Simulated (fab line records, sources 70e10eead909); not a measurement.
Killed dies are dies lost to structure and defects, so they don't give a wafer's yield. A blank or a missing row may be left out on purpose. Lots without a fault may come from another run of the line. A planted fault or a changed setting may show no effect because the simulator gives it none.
A struck lot beside a sound one | flow nand_harc | 20 steps out of a route of 1159
Sound: wafers L673.1, L673.3, L673.5. Struck: wafers L678.1, L678.3, L678.6. The cause comes at the end.
At each step with rows: each side's tool, then ch and its chambers, then its first start. Under that, the readings that differ: sound wafers | struck wafers | difference of the means | sigmas: that difference in standard deviations of wafers without a fault.
alike: readings whose means differ by less than 2 such deviations, and words and numbers that are the same on both sides. not compared: withheld readings, readings that some wafer has no value for, bounds like >300 that may hide the same value, and numbers for which the record gives no deviation and whose values overlap.
The two part at a step that has a row with sigmas, a row that says differs or no value, or rows on one side only. Numbers that don't overlap but have no deviation are shown without sigmas and don't part them. A reading that every wafer of one side lacks parts them only if that side has two wafers or more.

NHARC_P_ZERO_WELL_CD_MEAS_11: target cd 500 nm.
  sound on cd_sem-03 ch 0, day 2 19:15; struck on cd_sem-03 ch 0, day 4 01:19
  alike: cd_nm
then, 1 step without rows for these wafers: NHARC_P_ZERO_WELL_HARDBAKE_12 (time 65 s).
NHARC_P_ZERO_WELL_DESCUM_13: chemistry O2, time 3 s.
  sound on rie_diel-05 ch 2,3, day 2 19:25; struck on rie_diel-05 ch 1,2,3, day 4 01:29
  alike: drypump_motor_current_A, oes_product_au, rf_vpp_V, showerhead_plenum_p_Torr, throttle_valve_pct
  not compared: rf_hours_counter_h
NHARC_P_ZERO_WELL_ETCH_65: etches the open film in N2/H2, target depth 80 nm, overetch 24 nm, time 87.88 s.
  sound on rie_diel-05 ch 1,2,3, day 2 19:31; struck on rie_diel-05 ch 1,2, day 4 01:35
  alike: drypump_motor_current_A, oes_product_au, rf_vpp_V, showerhead_plenum_p_Torr, throttle_valve_pct
  not compared: rf_hours_counter_h
NHARC_P_ZERO_WELL_ETCH_62: etches the open film in CHF3/Ar, target depth 13 nm, time 6.5 s.
  sound on rie_diel-05 ch 1,3; struck on rie_diel-05 ch 2,3
  alike: drypump_motor_current_A, oes_product_au, rf_vpp_V, showerhead_plenum_p_Torr, throttle_valve_pct
  not compared: rf_hours_counter_h
NHARC_P_ZERO_WELL_ETCH_63: etches the open film in HBr/Cl2, target depth 120 nm, time 40.1 s.
  sound on rie_si-02 ch 0,2, day 2 19:42; struck on rie_si-05 ch 0,2,3, day 4 01:47
  alike: drypump_motor_current_A, oes_product_au, throttle_valve_pct
  not compared: rf_hours_counter_h
then, 6 steps without rows for these wafers: NHARC_P_ZERO_WELL_STRIP_15 (strips in SPM, time 900 s); NHARC_P_ZERO_WELL_DEHYDRATE_16 (time 120 s); NHARC_P_ZERO_WELL_HMDS_17 (time 30 s); NHARC_P_ZERO_WELL_COAT_18; NHARC_P_ZERO_WELL_SOFTBAKE_19 (time 95 s); NHARC_P_ZERO_WELL_EBR_20.
NHARC_P_ZERO_WELL_EXPOSE_21: exposes mask P NWELL, target cd 720 nm.
  sound on krf_scanner-03 ch 0, day 2 20:28; struck on krf_scanner-04 ch 0, day 4 02:34
  reading | sound                         | struck                                 | difference | sigmas
  mask    | P_NWELL#0 P_NWELL#0 P_NWELL#0 | P_NWELL_R1#0 P_NWELL_R1#0 P_NWELL_R1#0 | differs    |
then, 2 steps without rows for these wafers: NHARC_P_ZERO_WELL_PEB_22 (peb time 85 s); NHARC_P_ZERO_WELL_DEVELOP_23 (time 70 s).
NHARC_P_ZERO_WELL_CD_MEAS_24: target cd 720 nm.
  sound on cd_sem-02 ch 0, day 2 20:38; struck on cd_sem-02 ch 0, day 4 02:43
  reading    | sound             | struck            | difference | sigmas
  cd_nm (nm) | 719.3 718.1 717.1 | 702.7 702.4 702.0 | -15.8      | -10
then, 1 step without rows for these wafers: NHARC_P_ZERO_WELL_HARDBAKE_25 (time 80 s).
NHARC_P_ZERO_WELL_DESCUM_26: chemistry O2, time 3 s.
  sound on rie_diel-01 ch 1,2, day 2 20:47; struck on rie_diel-03 ch 0,1,3, day 4 02:57
  reading                      | sound           | struck            | difference | sigmas
  model.P_ZERO_WELL.cd_nm (nm) | 719.5 718 717.3 | 703.1 702.4 702.2 | -15.7      |
  alike: drypump_motor_current_A, oes_product_au, rf_vpp_V, showerhead_plenum_p_Torr, throttle_valve_pct
  not compared: rf_hours_counter_h
then, 1 step without rows for these wafers: NHARC_P_ZERO_WELL_IMPLANT_27.
-- the record jumps here: 18 days lie between the struck wafers' starts before and after (it left off in module P_ZERO_WELL and takes up again in module END, whose first step shown is number 1159 of the route) --
NHARC_END_SORT_01:
  the record has rows for the struck wafers here (prober-01 ch 0, day 22 00:20) and none for the sound ones

WHERE THEY PART
First at NHARC_P_ZERO_WELL_EXPOSE_21; last, within this record, at NHARC_END_SORT_01.

WHY: what the simulator had put in
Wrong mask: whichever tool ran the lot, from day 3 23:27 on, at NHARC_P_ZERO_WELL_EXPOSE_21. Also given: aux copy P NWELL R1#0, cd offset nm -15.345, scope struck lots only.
